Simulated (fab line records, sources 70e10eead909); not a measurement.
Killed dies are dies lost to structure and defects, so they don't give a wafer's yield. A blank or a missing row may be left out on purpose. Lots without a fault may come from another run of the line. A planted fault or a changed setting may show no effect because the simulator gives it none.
Chamber matching | flow nand_harc | NHARC_P_GATE_STRIP_108 on rie_diel-12: 4 sister chambers
The step strips in O2. 16 wafers are shown with their chamber, then 8 later ones without.

WAFERS WITH THEIR CHAMBER
wafer  | chamber | showerhead_plenum_p_Torr (Torr) | drypump_motor_current_A (A) | oes_product_au (a.u.)
L076.1 | 2       | 3.76                            | 5.7                         | 0.999
L076.2 | 0       | 3.78                            | 5.0                         | 1.011
L076.4 | 1       | 3.65                            | 5.6                         | 1.010
L080.2 | 2       | 3.76                            | 5.8                         | 1.000
L080.3 | 3       | 3.41                            | 4.6                         | 1.013
L080.5 | 3       | 3.41                            | 4.6                         | 1.009
L082.2 | 3       | 3.41                            | 4.7                         | 1.026
L082.4 | 0       | 3.77                            | 5.0                         | 1.006
L082.5 | 3       | 3.41                            | 4.6                         | 1.023
L083.2 | 2       | 3.76                            | 5.8                         | 1.007
L083.3 | 3       | 3.41                            | 4.7                         | 1.015
L083.6 | 1       | 3.65                            | 5.6                         | 1.015
L085.3 | 1       | 3.65                            | 5.6                         | 1.001
L085.4 | 2       | 3.76                            | 5.7                         | 1.004
L085.5 | 0       | 3.77                            | 5.0                         | 1.011
L088.1 | 2       | 3.76                            | 5.8                         | 0.996

SIGNATURES (means of the wafers above)
reading                  | chamber 0 | chamber 1 | chamber 2 | chamber 3 | scatter within a chamber
showerhead_plenum_p_Torr | 3.7733    | 3.6500    | 3.7600    | 3.4100    | 0.00236
drypump_motor_current_A  | 5.000     | 5.600     | 5.760     | 4.640     | 0.0447
oes_product_au           | 1.00933   | 1.00867   | 1.00120   | 1.01720   | 0.00572
Rule: a wafer's distance from a chamber is the root of the sum, over the readings, of the square of ((its reading less the chamber's mean) divided by the reading's scatter). The wafer belongs to the nearest chamber; if the next one is less than 2 further off, it can't be placed. The scatter: the root of (the sum of the squares of (reading less its chamber's mean) over the shown wafers, divided by (wafers less chambers)).

WAFERS WITHOUT THEIR CHAMBER
wafer  | showerhead_plenum_p_Torr (Torr) | drypump_motor_current_A (A) | oes_product_au (a.u.)
L088.3 | 3.64                            | 5.6                         | 1.000
L088.6 | 3.77                            | 5.0                         | 0.998
L089.1 | 3.76                            | 5.7                         | 1.004
L089.4 | 3.64                            | 5.7                         | 1.009
L089.5 | 3.64                            | 5.7                         | 1.007
L094.1 | 3.64                            | 5.7                         | 1.002
L094.2 | 3.41                            | 4.6                         | 1.008
L094.5 | 3.77                            | 5.0                         | 1.008

WHICH CHAMBER EACH WENT THROUGH
wafer  | from the rows above | in truth
L088.3 | 1                   | 1
L088.6 | 0                   | 0
L089.1 | 2                   | 2
L089.4 | 1                   | 1
L089.5 | 1                   | 1
L094.1 | 1                   | 1
L094.2 | 3                   | 3
L094.5 | 0                   | 0
Placed correctly: 8 of 8. Can't be placed from these rows: 0. Placed wrongly: 0.
